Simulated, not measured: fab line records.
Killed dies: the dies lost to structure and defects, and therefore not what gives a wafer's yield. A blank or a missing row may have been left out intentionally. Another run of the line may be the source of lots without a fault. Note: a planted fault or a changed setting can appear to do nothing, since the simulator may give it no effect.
Check of tool commonality	flow nand_harc	3 lots and 9 wafers in the sample

## WHY IT WAS OPENED
Flagged at NHARC_END_SORT_01: reading killed_at_periphery, on 1 of 3 lots. Wafers without a fault read 3.4, standard deviation 2.3.
Rule: flag the lot when none of its wafers has a number, or when each of its wafers that has one lies beyond 4 standard deviations from that mean. The other lots count as sound.

lot	measured	on	killed_at_periphery, wafer by wafer	flag
L318	day 20 02:28	prober-02	3 4 2	
L319	day 20 09:31	prober-02	654 645 652	FLAGGED
L329	day 23 10:20	prober-02	5 5 6	
On average the flagged lots read 650.3, which is +646.9 against the usual, or +99 or more standard deviations.

## WHICH TOOL EACH LOT WENT THROUGH
Before the reading, the record contains 2 process steps out of a 1159-step route. Every cell lists first the tool, next ch and the chambers used by the sampled wafers, and last the start.
lot	flag	NHARC_P_ZERO_WELL_RTA_42	NHARC_P_GATE_EXPOSE_08
L318		rtp_anneal-02 ch 0, day 3 00:59	krf_scanner-03 ch 0, day 5 10:17
L319	FLAGGED	rtp_anneal-01 ch 0, day 3 06:49	krf_scanner-03 ch 0, day 5 10:14
L329		rtp_anneal-01 ch 0, day 5 18:49	krf_scanner-01 ch 0, day 8 03:39
What these steps do:
- NHARC_P_ZERO_WELL_RTA_42: time 300 s.
- NHARC_P_GATE_EXPOSE_08: exposes mask P HV.
- NHARC_END_SORT_01

## FLAGGED AGAINST TOTAL, ONE TOOL AT A TIME (gauges that did the reading follow at the end)
step	tool	lots run	flagged	share of the flagged lots	sound lots run after its first flagged lot
NHARC_P_ZERO_WELL_RTA_42	rtp_anneal-01	2	1	all	1 (L329)
NHARC_P_ZERO_WELL_RTA_42	rtp_anneal-02	1	0	none	-
NHARC_P_GATE_EXPOSE_08	krf_scanner-01	1	0	none	-
NHARC_P_GATE_EXPOSE_08	krf_scanner-03	2	1	all	1 (L318)
NHARC_END_SORT_01	prober-02	3	1	all	1 (L329)

## WHAT THE TABLE ALLOWS
All flagged lots were run by 3 table rows, namely rtp_anneal-01 at NHARC_P_ZERO_WELL_RTA_42, krf_scanner-03 at NHARC_P_GATE_EXPOSE_08, prober-02 at NHARC_END_SORT_01.
- rtp_anneal-01 at NHARC_P_ZERO_WELL_RTA_42: 1 of its 2 lots flagged. Sound lots ran on it after the first flagged one (L329), which a lasting fault on the whole tool wouldn't allow.
- krf_scanner-03 at NHARC_P_GATE_EXPOSE_08: 1 of its 2 lots flagged. Sound lots ran on it after the first flagged one (L318), which a lasting fault on the whole tool wouldn't allow.
- prober-02 at NHARC_END_SORT_01: 1 of its 3 lots flagged. Sound lots ran on it after the first flagged one (L329), which a lasting fault on the whole tool wouldn't allow.
None of the table's rows ran every flagged lot and, after the first, no sound lot.

## WHAT THE SIMULATOR PUT IN
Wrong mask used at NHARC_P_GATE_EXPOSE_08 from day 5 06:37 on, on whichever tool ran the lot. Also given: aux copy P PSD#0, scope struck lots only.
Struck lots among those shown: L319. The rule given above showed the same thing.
